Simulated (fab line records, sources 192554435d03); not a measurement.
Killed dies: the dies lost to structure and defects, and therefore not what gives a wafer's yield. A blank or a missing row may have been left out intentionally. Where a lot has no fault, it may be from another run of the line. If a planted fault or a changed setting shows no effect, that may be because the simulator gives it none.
Matching of chambers ; flow n5 finfet ; N5_BEOL_M8_ILD_DEP_00 on pecvd-03 has 3 sister chambers
The step deposits SiCOH lowk from DEMS/porogen, target thk 179.75 nm, time 33.4 s. 18 wafers are shown with their chamber, then 9 later ones without.

## EACH WAFER AND ITS CHAMBER
wafer;chamber;throttle valve pct (%);showerhead vpp V (V);heater power w (W)
L075.1;1;14.7;1388;366
L075.5;1;15.2;1385;368
L075.6;0;13.5;1331;305
L078.3;1;14.9;1375;384
L078.4;1;14.8;1398;385
L078.6;2;12.9;1468;308
L079.2;1;15.0;1356;319
L079.3;0;13.6;1313;352
L079.4;1;15.1;1367;336
L082.1;2;12.6;1468;282
L082.4;2;12.6;1464;280
L082.5;0;13.8;1317;332
L088.1;1;15.0;1374;392
L088.2;0;13.4;1313;311
L088.6;2;12.6;1460;327
L094.1;2;12.5;1440;266
L094.4;2;12.8;1472;277
L094.6;2;12.7;1475;290

SIGNATURES (means of the wafers above)
reading;chamber 0;chamber 1;chamber 2;scatter within a chamber
throttle valve pct;13.575;14.957;12.671;0.159
showerhead vpp V;1318.50;1377.57;1463.86;12.1
heater power w;325.00;364.29;290.00;23.7
Rule: distance of a wafer from a chamber = root of the sum over the readings of ((wafer's reading minus chamber's mean) / reading's scatter) squared. The wafer belongs to the nearest chamber; if the next one is less than 2 further off, it can't be placed. The scatter is the square root of a quotient: the sum, over the shown wafers, of each reading's squared deviation from its chamber's mean, divided by wafers minus chambers.

## WAFERS WITH NO CHAMBER GIVEN
wafer;throttle valve pct (%);showerhead vpp V (V);heater power w (W)
L095.2;14.9;1375;365
L095.3;14.1;1324;355
L095.6;13.5;1314;347
L093.3;13.5;1331;373
L093.4;15.0;1381;386
L093.6;13.8;1325;366
L097.1;12.7;1463;323
L097.4;15.0;1396;376
L097.6;12.9;1489;267

## CHAMBER TAKEN BY EACH
wafer;from the rows above;in truth
L095.2;1;1
L095.3;0;0
L095.6;0;0
L093.3;0;0
L093.4;1;1
L093.6;0;0
L097.1;2;2
L097.4;1;1
L097.6;2;2
Correctly placed: 9 of 9. Can't be placed from these rows: 0. 0 placed wrongly.
